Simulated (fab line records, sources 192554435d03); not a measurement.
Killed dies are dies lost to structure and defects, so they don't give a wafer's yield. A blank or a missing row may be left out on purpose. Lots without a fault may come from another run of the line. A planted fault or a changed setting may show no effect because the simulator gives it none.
Tool commonality check | flow n5_finfet | 9 lots, 26 wafers sampled

WHY IT WAS OPENED
At N5_HKMG_FIN_CD_MEAS_12 the reading cd_nm is flagged on 2 of 9 lots. Wafers without a fault read 92.8 nm, standard deviation 0.62.
Rule: a lot is flagged when every wafer of it that has a number lies more than 4 standard deviations from that mean, or none has a number. The other lots count as sound.

lot  | measured    | on        | cd_nm (nm), wafer by wafer | flag
L951 | day 4 09:17 | cd_sem-01 | 92.2 93.9 92.2             |
L952 | day 4 15:42 | cd_sem-02 | 92.1 92.4 92.3             |
L955 | day 5 10:49 | cd_sem-01 | 85.9 85.7 85.7             | FLAGGED
L960 | day 6 18:32 | cd_sem-03 | 86.4 87.2 87.1             | FLAGGED
L961 | day 6 22:30 | cd_sem-01 | 93.8 93.8 93.5             |
L963 | day 8 07:19 | cd_sem-02 | 92.7 93.6 92.3             |
L964 | day 8 10:45 | cd_sem-03 | 92.5 91.9 92.3             |
L966 | day 8 13:20 | cd_sem-02 | 91.9 92.2 91.3             |
L969 | day 9 16:04 | cd_sem-01 | 93.1 93.3                  |
The numbers of the flagged lots are 86.3 nm on average: -6.5 nm against the usual, or -10 standard deviations.

WHICH TOOL RAN EACH LOT
The record holds 3 process steps before the reading, out of a route of 1938 steps. In each cell: the tool, then ch and the chambers that the sampled wafers went through, then the start.
lot  | flag    | N5_HKMG_FIN_DESCUM_53             | N5_HKMG_FIN_STRIP_93              | N5_HKMG_FIN_EXPOSE_09
L951 |         | rie_diel-04 ch 2,3, day 4 06:00   | rie_diel-04 ch 2,3, day 4 06:44   | arfi_scanner-01 ch 0, day 4 09:10
L952 |         | rie_diel-06 ch 1,2, day 4 12:23   | rie_diel-06 ch 1,2, day 4 13:07   | arfi_scanner-01 ch 0, day 4 15:35
L955 | FLAGGED | rie_diel-06 ch 1,2, day 5 07:38   | rie_diel-06 ch 1,2, day 5 08:21   | arfi_scanner-01 ch 0, day 5 10:41
L960 | FLAGGED | rie_diel-06 ch 1,2, day 6 15:16   | rie_diel-06 ch 1,2, day 6 15:59   | arfi_scanner-01 ch 0, day 6 18:25
L961 |         | rie_diel-04 ch 0,1,3, day 6 18:48 | rie_diel-04 ch 0,1,3, day 6 19:32 | arfi_scanner-03 ch 0, day 6 22:23
L963 |         | rie_diel-04 ch 1,2,3, day 8 04:10 | rie_diel-04 ch 1,2,3, day 8 04:54 | arfi_scanner-03 ch 0, day 8 07:12
L964 |         | rie_diel-05 ch 2,3, day 8 07:25   | rie_diel-05 ch 2,3, day 8 08:08   | arfi_scanner-03 ch 0, day 8 10:37
L966 |         | rie_diel-04 ch 0,2,3, day 8 09:58 | rie_diel-04 ch 0,2,3, day 8 10:41 | arfi_scanner-02 ch 0, day 8 13:13
L969 |         | rie_diel-05 ch 1, day 9 12:54     | rie_diel-05 ch 1, day 9 13:38     | arfi_scanner-02 ch 0, day 9 15:56
What these steps do:
- N5_HKMG_FIN_DESCUM_53: chemistry O2, time 7.9 s.
- N5_HKMG_FIN_STRIP_93: strips SOC in N2/H2, time 20 s.
- N5_HKMG_FIN_EXPOSE_09: exposes mask NWFM.
- N5_HKMG_FIN_CD_MEAS_12: target cd 92.8 nm.

FLAGGED OVER TOTAL, TOOL BY TOOL (the gauges that took the reading come last)
step                   | tool            | lots run | flagged | share of the flagged lots | sound lots run after its first flagged lot
N5_HKMG_FIN_DESCUM_53  | rie_diel-04     | 4        | 0       | none                      | -
N5_HKMG_FIN_DESCUM_53  | rie_diel-05     | 2        | 0       | none                      | -
N5_HKMG_FIN_DESCUM_53  | rie_diel-06     | 3        | 2       | all                       | 0
N5_HKMG_FIN_STRIP_93   | rie_diel-04     | 4        | 0       | none                      | -
N5_HKMG_FIN_STRIP_93   | rie_diel-05     | 2        | 0       | none                      | -
N5_HKMG_FIN_STRIP_93   | rie_diel-06     | 3        | 2       | all                       | 0
N5_HKMG_FIN_EXPOSE_09  | arfi_scanner-01 | 4        | 2       | all                       | 0
N5_HKMG_FIN_EXPOSE_09  | arfi_scanner-02 | 2        | 0       | none                      | -
N5_HKMG_FIN_EXPOSE_09  | arfi_scanner-03 | 3        | 0       | none                      | -
N5_HKMG_FIN_CD_MEAS_12 | cd_sem-01       | 4        | 1       | some                      | 2 (L961,L969)
N5_HKMG_FIN_CD_MEAS_12 | cd_sem-02       | 3        | 0       | none                      | -
N5_HKMG_FIN_CD_MEAS_12 | cd_sem-03       | 2        | 1       | some                      | 1 (L964)

WHAT THE TABLE ALLOWS
3 rows of the table ran every flagged lot: rie_diel-06 at N5_HKMG_FIN_DESCUM_53, rie_diel-06 at N5_HKMG_FIN_STRIP_93, arfi_scanner-01 at N5_HKMG_FIN_EXPOSE_09.
- rie_diel-06 at N5_HKMG_FIN_DESCUM_53: 2 of its 3 lots flagged. Its last sound lot is L952 (day 4 12:23), its first flagged lot L955 (day 5 07:38): a fault that began between those two fits.
- rie_diel-06 at N5_HKMG_FIN_STRIP_93: 2 of its 3 lots flagged. Its last sound lot is L952 (day 4 13:07), its first flagged lot L955 (day 5 08:21): a fault that began between those two fits.
- arfi_scanner-01 at N5_HKMG_FIN_EXPOSE_09: 2 of its 4 lots flagged. Its last sound lot is L952 (day 4 15:35), its first flagged lot L955 (day 5 10:41): a fault that began between those two fits. Its own readings lie more than 4 standard deviations out on every wafer of the flagged lots: exposure_dose_mJ_cm2.
Counting lots can't tell these 2 tools apart, because each fits a fault that began at some hour. More lots, or a look at what each step does to the wafer, might.

WHAT THE SIMULATOR HAD PUT IN
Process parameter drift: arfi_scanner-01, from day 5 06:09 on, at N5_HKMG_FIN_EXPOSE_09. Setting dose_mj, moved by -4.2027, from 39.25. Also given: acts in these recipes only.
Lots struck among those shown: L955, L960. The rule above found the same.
